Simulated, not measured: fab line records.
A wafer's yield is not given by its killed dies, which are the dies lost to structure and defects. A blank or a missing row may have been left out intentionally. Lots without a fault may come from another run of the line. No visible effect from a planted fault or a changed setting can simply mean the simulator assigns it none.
Matching of chambers    flow n5Finfet    4 sister chambers for N5_BEOL_M2_ETCH_70 on rieDiel-01
The step etches SOC in N2/H2, target depth 80 nm, overetch 24 nm, time 130 s. 14 wafers are shown with their chamber, then 7 later ones without.

## WAFERS WITH THEIR CHAMBER
wafer   chamber  drypumpMotorCurrentA (A)  showerheadPlenumPTorr (Torr)  throttleValvePct (%)
L075.1  3        5.8                       2.61                          17.66
L075.2  1        4.9                       2.50                          17.50
L075.4  1        4.8                       2.50                          17.47
L078.1  3        5.8                       2.60                          17.65
L078.2  0        5.4                       2.62                          17.94
L078.3  1        4.9                       2.49                          17.49
L087.3  3        5.8                       2.60                          17.68
L087.5  2        5.5                       2.52                          17.73
L087.6  1        4.9                       2.48                          17.51
L088.1  2        5.5                       2.52                          17.74
L088.3  3        5.8                       2.59                          17.67
L088.4  1        4.8                       2.48                          17.53
L089.1  0        5.3                       2.61                          18.00
L089.3  2        5.5                       2.52                          17.75

SIGNATURES (means of the wafers above)
reading                chamber 0  chamber 1  chamber 2  chamber 3  scatter within a chamber
drypumpMotorCurrentA   5.350      4.860      5.500      5.800      0.0412
showerheadPlenumPTorr  2.6150     2.4900     2.5200     2.6000     0.00806
throttleValvePct       17.9700    17.5000    17.7400    17.6650    0.0212
Rule: for a wafer and a chamber, the distance is found by dividing, reading by reading, the gap between the wafer's reading and the chamber's mean by the reading's scatter, squaring, summing and taking the root. If the next closest chamber is less than 2 further off than the closest, the wafer can't be placed; otherwise it belongs to the closest. The scatter: the root of (the sum of the squares of (reading less its chamber's mean) over the shown wafers, divided by (wafers less chambers)).

## WAFERS WITH NO CHAMBER GIVEN
wafer   drypumpMotorCurrentA (A)  showerheadPlenumPTorr (Torr)  throttleValvePct (%)
L089.6  5.5                       2.52                          17.74
L091.1  5.8                       2.59                          17.69
L091.5  5.4                       2.61                          18.02
L091.6  5.8                       2.59                          17.68
L096.2  5.5                       2.52                          17.74
L096.4  5.4                       2.60                          18.01
L096.6  5.5                       2.52                          17.76

## WHICH CHAMBER EACH ONE RAN IN
wafer   from the rows above  in truth
L089.6  2                    2
L091.1  3                    3
L091.5  0                    0
L091.6  3                    3
L096.2  2                    2
L096.4  0                    0
L096.6  2                    2
Correctly placed: 7 of 7. Left unplaced by these rows: 0. Number placed wrongly: 0.
